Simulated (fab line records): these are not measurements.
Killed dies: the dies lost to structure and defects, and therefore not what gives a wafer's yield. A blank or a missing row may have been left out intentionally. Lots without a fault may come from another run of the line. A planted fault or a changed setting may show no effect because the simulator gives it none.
Which tool is to blame? :: flow nandHarc :: 7 lots with 20 wafers sampled at 3 steps, on a route of 1159 steps

== WHAT THE GAUGES READ, wafer by wafer ==
NHARC_A_CONTACT_INSPECT_71.
lot: L450
measured: day 16 17:38
on: defectInspect-02
rawDefectCount: 10 10 13

lot: L453
measured: day 17 09:52
on: defectInspect-01
rawDefectCount: 15 34 24

lot: L462
measured: day 19 09:26
on: defectInspect-01
rawDefectCount: 20 1219 21 1216

lot: L463
measured: day 19 23:51
on: defectInspect-01
rawDefectCount: 44 52 41

lot: L464
measured: day 20 13:16
on: defectInspect-01
rawDefectCount: 37 31 37

lot: L466
measured: day 21 04:03
on: defectInspect-01
rawDefectCount: 60 51 63

lot: L470
measured: day 23 03:56
on: defectInspect-01
rawDefectCount: 30 37 38

== WHAT TOOL EACH LOT RAN ON (gives the tool, then ch and the chambers of the sampled wafers, and finally the start) ==
lot: L450
NHARC_A_CONTACT_ETCH_119: harCapEtch-01 ch 0,1, day 16 11:46
NHARC_A_CONTACT_DEP_58: pecvd-01 ch 0,1,2, day 16 16:48

lot: L453
NHARC_A_CONTACT_ETCH_119: harCapEtch-01 ch 0,1, day 17 03:34
NHARC_A_CONTACT_DEP_58: pecvd-03 ch 1,2, day 17 09:02

lot: L462
NHARC_A_CONTACT_ETCH_119: harCapEtch-02 ch 1, day 19 04:22
NHARC_A_CONTACT_DEP_58: pecvd-03 ch 0,1, day 19 08:37

lot: L463
NHARC_A_CONTACT_ETCH_119: harCapEtch-02 ch 0,1, day 19 18:40
NHARC_A_CONTACT_DEP_58: pecvd-01 ch 0,1, day 19 23:02

lot: L464
NHARC_A_CONTACT_ETCH_119: harCapEtch-01 ch 0,1, day 20 06:47
NHARC_A_CONTACT_DEP_58: pecvd-04 ch 0,1, day 20 12:27

lot: L466
NHARC_A_CONTACT_ETCH_119: harCapEtch-03 ch 0,1, day 20 20:23
NHARC_A_CONTACT_DEP_58: pecvd-01 ch 0,1, day 21 03:09

lot: L470
NHARC_A_CONTACT_ETCH_119: harCapEtch-02 ch 0,1, day 22 19:45
NHARC_A_CONTACT_DEP_58: pecvd-04 ch 0,1, day 23 03:14
- NHARC_A_CONTACT_ETCH_119: etches the open film in C4F8/O2/Ar, time 94 s, target depth 922 nm.
- NHARC_A_CONTACT_DEP_58: deposits SiON, target thk 60 nm.

== THE ANSWER, worked out from the rows above alone ==
Rule: what is usual is taken from the lots themselves. Put in order of their means at a reading, lots are off if they are a third of the lots or fewer, leave a main group of 4 or more, and stand apart from it by a gap of 3 or more times the standard deviation of the main group's means; of several such gaps the widest counts. If all means in a main group match to the digits the tables above print for the reading, that group is not used. A lot without any number at a reading at which 4 lots or more have one is off too. Any other lot the step has rows for is counted as sound.
Off at NHARC_A_CONTACT_INSPECT_71 (rawDefectCount): L462. For the main group the mean is 35 and the standard deviation 15.
A tool fits if, at a process step before that reading, it ran every lot that is off, and no sound lot after the first of them. Gauges at NHARC_A_CONTACT_INSPECT_71: tried the same way as those tools. One fits: pecvd-03 at NHARC_A_CONTACT_DEP_58. Its last sound lot is L453 (day 17 09:02), its first lot that is off L462 (day 19 08:37): a fault that began between those two fits.

== WHAT THE SIMULATOR PUT IN ==
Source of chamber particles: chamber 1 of pecvd-03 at NHARC_A_CONTACT_DEP_58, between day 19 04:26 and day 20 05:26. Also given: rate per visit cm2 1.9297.
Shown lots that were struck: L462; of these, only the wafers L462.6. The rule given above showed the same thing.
